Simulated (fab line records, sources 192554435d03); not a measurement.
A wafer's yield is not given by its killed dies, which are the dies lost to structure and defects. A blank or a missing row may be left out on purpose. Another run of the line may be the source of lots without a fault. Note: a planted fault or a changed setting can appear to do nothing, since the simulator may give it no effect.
fab line records -- flow n5-finfet -- part 2 of 2: steps 19 to 28 of 28
[record] lots = 5, wafers = 15, last-day = 13
route steps=1938 shown BEOL_M10@1506
lots that met no fault: taken from a fault-free run of the same line
start-h: hours from the record's first day to the start of the lot's first wafer shown -- wait-h: time in hours since the lot's previous step -- " identical to the entry in the row above -- L1.1+2: a row that stands for several wafers -- - no value, or no start was given -- * or withheld: withheld -- < > ~ a bound
route shown NAME@n: a module of which the file shows steps, and the number in the route of the first -- usual: average and standard deviation across the fault-free wafers -- same: alike in all rows -- chamber/n: place in a boat -- sites: per-site readings -- _std_site: standard deviation of those values -- _edge_site: outer sites' mean less inner sites' -- radius-mm: for every site, how far away it sits from the centre of the wafer -- mask NAME#n: copy n -- behind: the tool/chamber that last shaped the wafer -- hold: why the lot was held/for how many hours/how that ended -- device: the transistor (n, p or np) that didn't switch -- end of line: the same wafers' tests at the end of the route -- a step without rows: its recipe alone -- killed: dies that structure and defects cost at the first sort, which is not the same as the wafer's yield -- map: the dies of a wafer, with x for killed, . for not killed, _ for no die there
set.NAME: setting as actually run; set.NAME@STEP: the setting as run at that earlier step -- model.NAME: the simulator's own value behind a step, which no gauge read
a table for each step, a row for each wafer; lots at some steps of the route
services: from which hour (start-h, from the record's first day; less than 0 if before it) a tool's chamber was out of use, for how many hours, and why
[[steps]]
[step N5_BEOL_M10_ALD_74]
[recipe] material = TaN, target-thk-a = 20, temp-c = 275, ald-precursor-family = PDMAT, ald-co-reactant = NH3, pressure-torr = 3, carrier-flow-sccm = 1500, pulse-time-s = 2, purge-time-s = 3, co-reactant-purge-time-s = 2, co-reactant-pulse-time-s = 3, ald-cycles = 40, precursor-vessel-temp-c = 75, precursor-vessel-pressure-torr = 26.25, precursor-vessel-carrier-sccm = 1000
[usual] heater-power-w = 413/33
lot.wafer,tool,chamber,start-h,wait-h,heater-power-w
L074.1,ald-metal-03,3,208.63,0.0,393
L074.5,ald-metal-03,0,208.63,0.0,426
L074.6,ald-metal-03,3,208.63,0.0,406
L080.2,ald-metal-01,1,237.00,0.0,468
L080.3,ald-metal-01,3,237.00,0.0,436
L080.6,ald-metal-01,3,237.00,0.0,435
L079.1,ald-metal-04,1,240.86,0.0,405
L079.2,ald-metal-04,2,240.86,0.0,398
L079.4,ald-metal-04,3,240.86,0.0,359
L078.2,ald-metal-03,3,241.06,0.0,397
L078.4,ald-metal-03,1,241.06,0.0,440
L078.5,ald-metal-03,2,241.06,0.0,403
L082.3,ald-metal-01,1,260.88,0.0,472
L082.5,ald-metal-01,1,260.88,0.0,472
L082.6,ald-metal-01,3,260.88,0.0,428
[step N5_BEOL_M10_SURFACE_TREAT_76]
[recipe] gas = Ar, time-s = *, ion-energy-ev = *, ion-current-ma-cm2 = 0.5, pressure-mtorr = *, ar-flow-sccm = 30
[usual] ar-flow-sccm = 30.00/0.079, throttle-valve-pct = *
lot.wafer,tool,chamber,start-h,wait-h,ar-flow-sccm,throttle-valve-pct
L074.1,pvd-sputter-02,-,208.96,0.2,30.00,*
L074.5,pvd-sputter-02,-,208.96,0.2,29.88,*
L074.6,pvd-sputter-02,-,208.96,0.2,29.96,*
L080.2,pvd-sputter-01,-,237.34,0.2,29.94,*
L080.3,pvd-sputter-01,-,237.34,0.2,29.98,*
L080.6,pvd-sputter-01,-,237.34,0.2,30.03,*
L079.1,pvd-sputter-03,-,241.20,0.2,30.05,*
L079.2,pvd-sputter-03,-,241.20,0.2,30.00,*
L079.4,pvd-sputter-03,-,241.20,0.2,29.84,*
L078.2,pvd-sputter-01,-,241.51,0.3,30.05,*
L078.4,pvd-sputter-01,-,241.51,0.3,29.99,*
L078.5,pvd-sputter-01,-,241.51,0.3,30.13,*
L082.3,pvd-sputter-03,-,261.16,0.2,29.90,*
L082.5,pvd-sputter-03,-,261.16,0.2,29.99,*
L082.6,pvd-sputter-03,-,261.16,0.2,30.01,*
[step N5_BEOL_M10_CVD_75]
[recipe] material = Co, target-thk-a = 20, temp-c = withheld, precursor = CCTBA/H2, pressure-torr = 30, time-s = 138.9
lot.wafer,tool,chamber,start-h,wait-h
L074.1+5+6,cvd-co-02,"2,0,2",209.02,0.0
L080.2+3+6,cvd-co-01,"2,1,0",237.42,0.1
L079.1+2+4,cvd-co-01,"2,0,1",241.29,0.1
L078.2+4+5,cvd-co-01,"1,0,2",241.57,0.0
L082.3+5+6,cvd-co-01,"0,2,1",261.23,0.0
[step N5_BEOL_M10_SPUTTER_48]
[recipe] material = Cu, target-thk-a = 120, temp-c = -20, bias-v = 60, power-w = 26000, chamber-pressure-pa = 0.13, time-s = 2
[usual] throttle-valve-pct = 29.5/1.1
lot.wafer,tool,chamber,start-h,wait-h,throttle-valve-pct
L074.1,pvd-sputter-01,-,209.13,0.1,27.7
L074.5,pvd-sputter-01,-,209.13,0.1,27.8
L074.6,pvd-sputter-01,-,209.13,0.1,28.7
L080.2,pvd-sputter-01,-,237.83,0.4,29.6
L080.3,pvd-sputter-01,-,237.83,0.4,28.9
L080.6,pvd-sputter-01,-,237.83,0.4,27.8
L079.1,pvd-sputter-01,-,241.43,0.1,29.4
L079.2,pvd-sputter-01,-,241.43,0.1,30.4
L079.4,pvd-sputter-01,-,241.43,0.1,28.3
L078.2,pvd-sputter-01,-,241.69,0.1,30.7
L078.4,pvd-sputter-01,-,241.69,0.1,27.8
L078.5,pvd-sputter-01,-,241.69,0.1,29.1
L082.3,pvd-sputter-02,-,262.53,1.3,28.7
L082.5,pvd-sputter-02,-,262.53,1.3,28.6
L082.6,pvd-sputter-02,-,262.53,1.3,28.8
[step N5_BEOL_M10_ECD_50]
[recipe] material = Cu, target-thk-a = 3180
lot.wafer,tool,chamber,start-h,wait-h
L074.1+5+6,ecd-cu-01,"0,0,1",209.25,0.1
L080.2+3+6,ecd-cu-01,"1,0,1",237.95,0.1
L079.1+2+4,ecd-cu-01,"1,0,0",241.55,0.1
L078.2+4+5,ecd-cu-02,"0,0,1",241.81,0.1
L082.3+5+6,ecd-cu-01,"0,1,0",262.68,0.1
[step N5_BEOL_M10_ANNEAL_51]
[recipe] temp-c = 225, time-s = 90, ambient = N2
[usual] anneal-temp-c-max = 226.6/0.35, wafer_temp_C_max = 226.20/0.27
lot.wafer,tool,chamber,start-h,wait-h,anneal-temp-c-max,wafer_temp_C_max
L074.1,rtp-anneal-01,0,210.00,0.7,226.7,226.31
L074.5,rtp-anneal-01,0,210.00,0.7,226.2,226.47
L074.6,rtp-anneal-01,0,210.00,0.7,226.4,226.06
L080.2,rtp-anneal-02,0,238.10,0.1,226.4,225.95
L080.3,rtp-anneal-02,0,238.10,0.1,226.4,225.97
L080.6,rtp-anneal-02,0,238.10,0.1,226.5,225.57
L079.1,rtp-anneal-01,0,241.66,0.1,226.5,226.21
L079.2,rtp-anneal-01,0,241.66,0.1,226.5,226.95
L079.4,rtp-anneal-01,0,241.66,0.1,226.6,226.21
L078.2,rtp-anneal-01,0,241.97,0.1,226.8,225.76
L078.4,rtp-anneal-01,0,241.97,0.1,226.2,226.53
L078.5,rtp-anneal-01,0,241.97,0.1,226.0,226.11
L082.3,rtp-anneal-01,0,262.85,0.1,227.1,226.26
L082.5,rtp-anneal-01,0,262.85,0.1,226.5,226.42
L082.6,rtp-anneal-01,0,262.85,0.1,226.4,226.22
[step N5_BEOL_M10_CMP_52]
[recipe] stop-on = SiCOH_lowk, t-overpolish-s = 7, down-force-psi = 1, platen-rpm = 50, clearing-platen-down-force-psi = 1.5, clearing-platen-rpm = 50, post-cmp-clean = cu-alkaline, target-thk-nm = 140, clearing-platen-pad-velocity-m-s = 0.99484, pad-velocity-m-s = 0.99484
[usual] barrier-field-endpoint-s = 28.6/0.74, motor-current-A = 5.9/0.64, overpolish-run-s = 7.000/0.0096, time-to-endpoint-s = 65/3.2
[same] t-overpolish-s = 7
lot.wafer,tool,chamber,start-h,wait-h,barrier-field-endpoint-s,motor-current-A,overpolish-run-s,time-to-endpoint-s
L074.1,cmp-04,0,210.61,0.5,28.7,6.0,7.010,64
L074.6,cmp-04,3,210.61,0.5,29.0,6.8,6.982,65
L074.5,cmp-04,0,210.61,0.5,29.1,6.2,7.002,61
L080.3,cmp-02,2,238.39,0.2,28.8,5.4,7.004,67
L080.2,cmp-02,3,238.39,0.2,29.5,6.4,7.005,71
L080.6,cmp-02,2,238.39,0.2,28.9,5.7,7.005,66
L079.1,cmp-04,0,241.99,0.3,28.3,6.2,7.007,61
L079.4,cmp-04,1,241.99,0.3,28.4,6.4,7.012,60
L079.2,cmp-04,2,241.99,0.3,28.3,5.7,6.989,63
L078.2,cmp-02,2,242.30,0.3,29.0,5.6,6.992,69
L078.4,cmp-02,3,242.30,0.3,30.2,6.7,6.999,73
L078.5,cmp-02,1,242.30,0.3,29.3,5.0,6.985,66
L082.3,cmp-04,3,263.13,0.2,27.8,7.0,7.001,58
L082.5,cmp-04,1,263.13,0.2,28.1,6.5,6.990,60
L082.6,cmp-04,2,263.13,0.2,28.2,5.7,7.013,62
[step N5_BEOL_M10_THK_MEAS_53]
[recipe] thk-meas-gauge = xrf, reads = Cu_of_BEOL_M10_ECD_50
[usual] M10_THK = 142/4
lot.wafer,tool,chamber,start-h,wait-h,M10_THK[nm]
L074.1,film-metro-01,-,210.87,-,141
L074.5,film-metro-01,-,210.87,-,139
L074.6,film-metro-01,-,210.87,-,141
L080.2,film-metro-01,-,238.65,-,143
L080.3,film-metro-01,-,238.65,-,140
L080.6,film-metro-01,-,238.65,-,142
L079.1,film-metro-01,-,242.25,-,140
L079.2,film-metro-01,-,242.25,-,141
L079.4,film-metro-01,-,242.25,-,138
L078.2,film-metro-01,-,242.52,-,148
L078.4,film-metro-01,-,242.52,-,143
L078.5,film-metro-01,-,242.52,-,139
L082.3,film-metro-02,-,263.36,-,142
L082.5,film-metro-02,-,263.36,-,146
L082.6,film-metro-02,-,263.36,-,148
[step N5_BEOL_M10_PRE_CLEAN_55]
[recipe] gas = NH3, time-s = 15, temp-c = withheld, rf-power-w = 300
[usual] rf-fwd-power-W = 294.6/1.8
lot.wafer,tool,chamber,start-h,wait-h,rf-fwd-power-W
L074.1,pecvd-01,2,210.91,0.0,296.3
L074.5,pecvd-01,2,210.91,0.0,297.2
L074.6,pecvd-01,0,210.91,0.0,296.5
L080.2,pecvd-02,0,238.68,0.0,296.9
L080.3,pecvd-02,2,238.68,0.0,291.9
L080.6,pecvd-02,1,238.68,0.0,296.0
L079.1,pecvd-02,2,242.28,0.0,294.2
L079.2,pecvd-02,0,242.28,0.0,297.5
L079.4,pecvd-02,0,242.28,0.0,296.1
L078.2,pecvd-02,0,242.56,0.0,295.2
L078.4,pecvd-02,0,242.56,0.0,296.1
L078.5,pecvd-02,2,242.56,0.0,293.3
L082.3,pecvd-01,2,263.39,0.0,295.9
L082.5,pecvd-01,0,263.39,0.0,295.0
L082.6,pecvd-01,2,263.39,0.0,294.5
[step N5_BEOL_M10_DEP_56]
[recipe] material = SiCN, target-thk-a = 150, temp-c = withheld, precursor = 3MS/NH3, pressure-torr = 3, rf-w = 202, time-s = 26.5
[usual] rf-fwd-power-W = 199.7/1.2, showerhead-plenum-p-Torr = 3.658/0.012, throttle-valve-pct = 9.2/0.75
lot.wafer,tool,chamber,start-h,wait-h,rf-fwd-power-W,showerhead-plenum-p-Torr,throttle-valve-pct
L074.1,pecvd-01,2,210.93,0.0,199.7,3.659,8.1
L074.5,pecvd-01,2,210.93,0.0,199.9,3.663,8.2
L074.6,pecvd-01,0,210.93,0.0,201.3,3.669,8.9
L080.2,pecvd-02,0,238.71,0.0,201.0,3.649,9.0
L080.3,pecvd-02,2,238.71,0.0,198.5,3.655,8.3
L080.6,pecvd-02,1,238.71,0.0,201.2,3.674,9.5
L079.1,pecvd-02,2,242.31,0.0,198.3,3.660,8.2
L079.2,pecvd-02,0,242.31,0.0,201.3,3.642,9.2
L079.4,pecvd-02,0,242.31,0.0,200.0,3.641,8.7
L078.2,pecvd-02,0,242.58,0.0,200.4,3.656,9.3
L078.4,pecvd-02,0,242.58,0.0,200.7,3.642,9.1
L078.5,pecvd-02,2,242.58,0.0,199.2,3.668,8.3
L082.3,pecvd-01,2,263.42,0.0,199.2,3.667,8.5
L082.5,pecvd-01,0,263.42,0.0,200.8,3.661,8.9
L082.6,pecvd-01,2,263.42,0.0,199.4,3.661,8.2
[[services]]
tool,chamber,start-h,hours,kind
cmp-04,-,187.98,1.9,repair
cmp-02,-,188.39,11.7,pm
ecd-cu-02,-,190.68,5.8,pm
pecvd-02,-,191.19,0.5,repair
pecvd-01,-,191.75,2.8,pm
cvd-co-01,0,192.50,9.5,repair
rie-diel-02,-,192.75,0.2,repair
ald-metal-03,2,196.11,14.1,repair
rie-diel-06,0,198.38,-,clean
rie-diel-06,0,198.38,-,consumable-replace:focus-ring
cmp-02,-,200.59,4.0,pm
uv-cure-01,-,206.49,1.1,repair
rie-diel-04,0,208.52,8.1,repair
uv-cure-01,-,210.54,8.8,repair
ald-metal-01,-,212.20,1.2,pm
ecd-cu-02,-,212.74,0.9,repair
ald-metal-01,2,218.57,58.5,repair
uv-cure-01,-,219.35,2.1,pm
uv-cure-01,-,221.48,1.0,pm
rie-diel-06,-,224.00,4.3,pm
cmp-02,-,237.54,0.3,repair
pecvd-02,-,250.62,2.8,pm
ecd-cu-01,-,255.51,0.9,repair
wet-bench-03,-,260.92,1.9,repair
